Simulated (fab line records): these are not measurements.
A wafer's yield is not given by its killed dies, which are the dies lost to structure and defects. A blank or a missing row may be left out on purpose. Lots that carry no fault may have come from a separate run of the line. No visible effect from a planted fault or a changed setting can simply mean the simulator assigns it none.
Matching of chambers | flow nand harc | NHARC_A_CONTACT_ETCH_48 on rie diel-03: 4 sister chambers
The step etches the open film in CF4, target depth 39 nm, time 65 s. 24 wafers are shown with their chamber, then 12 later ones without.

WAFERS PAIRED WITH THEIR CHAMBERS
wafer  | chamber | drypump motor current A (A) | showerhead plenum p Torr (Torr) | oes product au (a.u.)
L076.3 | 1       | 5.6                         | 1.73                            | 1.002
L076.4 | 0       | 5.4                         | 1.76                            | 1.010
L076.6 | 0       | 5.4                         | 1.76                            | 1.007
L078.4 | 2       | 6.3                         | 1.71                            | 1.010
L078.5 | 3       | 5.3                         | 1.76                            | 0.995
L078.6 | 2       | 6.3                         | 1.71                            | 1.013
L079.1 | 0       | 5.4                         | 1.75                            | 0.987
L079.4 | 3       | 5.3                         | 1.76                            | 0.979
L079.5 | 2       | 6.3                         | 1.71                            | 1.011
L081.2 | 2       | 6.4                         | 1.71                            | 1.010
L081.3 | 0       | 5.4                         | 1.75                            | 0.999
L081.6 | 0       | 5.4                         | 1.75                            | 0.996
L084.2 | 0       | 5.4                         | 1.75                            | 0.989
L084.3 | 3       | 5.3                         | 1.76                            | 1.007
L084.4 | 1       | 5.6                         | 1.73                            | 1.004
L083.1 | 2       | 6.3                         | 1.71                            | 1.018
L083.2 | 1       | 5.6                         | 1.72                            | 0.990
L083.6 | 0       | 5.4                         | 1.75                            | 0.995
L086.1 | 3       | 5.3                         | 1.75                            | 1.003
L086.5 | 2       | 6.3                         | 1.71                            | 1.020
L086.6 | 3       | 5.3                         | 1.75                            | 1.010
L087.1 | 3       | 5.3                         | 1.75                            | 1.007
L087.5 | 1       | 5.6                         | 1.72                            | 1.009
L087.6 | 2       | 6.3                         | 1.71                            | 1.015

SIGNATURES (means of the wafers above)
reading                  | chamber 0 | chamber 1 | chamber 2 | chamber 3 | scatter within a chamber
drypump motor current A  | 5.400     | 5.600     | 6.314     | 5.300     | 0.0207
showerhead plenum p Torr | 1.7529    | 1.7250    | 1.7100    | 1.7550    | 0.00443
oes product au           | 0.99757   | 1.00125   | 1.01386   | 1.00017   | 0.00837
Rule: a wafer lies at a distance from a chamber equal to the root of the sum of squares, over the readings, of (its reading less the chamber's mean, divided by the reading's scatter). If the next closest chamber is less than 2 further off than the closest, the wafer can't be placed; otherwise it belongs to the closest. How the scatter is found: for the shown wafers, subtract from each reading the mean of its chamber, square and add these, divide the total by (wafers less chambers), then take the root.

WAFERS WHOSE CHAMBER IS MISSING
wafer  | drypump motor current A (A) | showerhead plenum p Torr (Torr) | oes product au (a.u.)
L093.1 | 5.4                         | 1.75                            | 0.984
L093.4 | 5.6                         | 1.72                            | 0.984
L093.6 | 5.6                         | 1.72                            | 1.000
L094.3 | 5.4                         | 1.75                            | 1.000
L094.4 | 6.3                         | 1.70                            | 1.013
L094.5 | 5.6                         | 1.72                            | 1.004
L095.2 | 5.3                         | 1.75                            | 1.003
L095.4 | 5.6                         | 1.72                            | 1.003
L095.6 | 6.3                         | 1.70                            | 1.013
L097.4 | 5.3                         | 1.75                            | 0.987
L097.5 | 5.4                         | 1.74                            | 1.010
L097.6 | 5.6                         | 1.72                            | 0.988

EACH ONE'S CHAMBER
wafer  | from the rows above | in truth
L093.1 | 0                   | 0
L093.4 | 1                   | 1
L093.6 | 1                   | 1
L094.3 | 0                   | 0
L094.4 | 2                   | 2
L094.5 | 1                   | 1
L095.2 | 3                   | 3
L095.4 | 1                   | 1
L095.6 | 2                   | 2
L097.4 | 3                   | 3
L097.5 | 0                   | 0
L097.6 | 1                   | 1
Placed correctly: 12 of 12. Not placeable from these rows: 0. Number placed wrongly: 0.
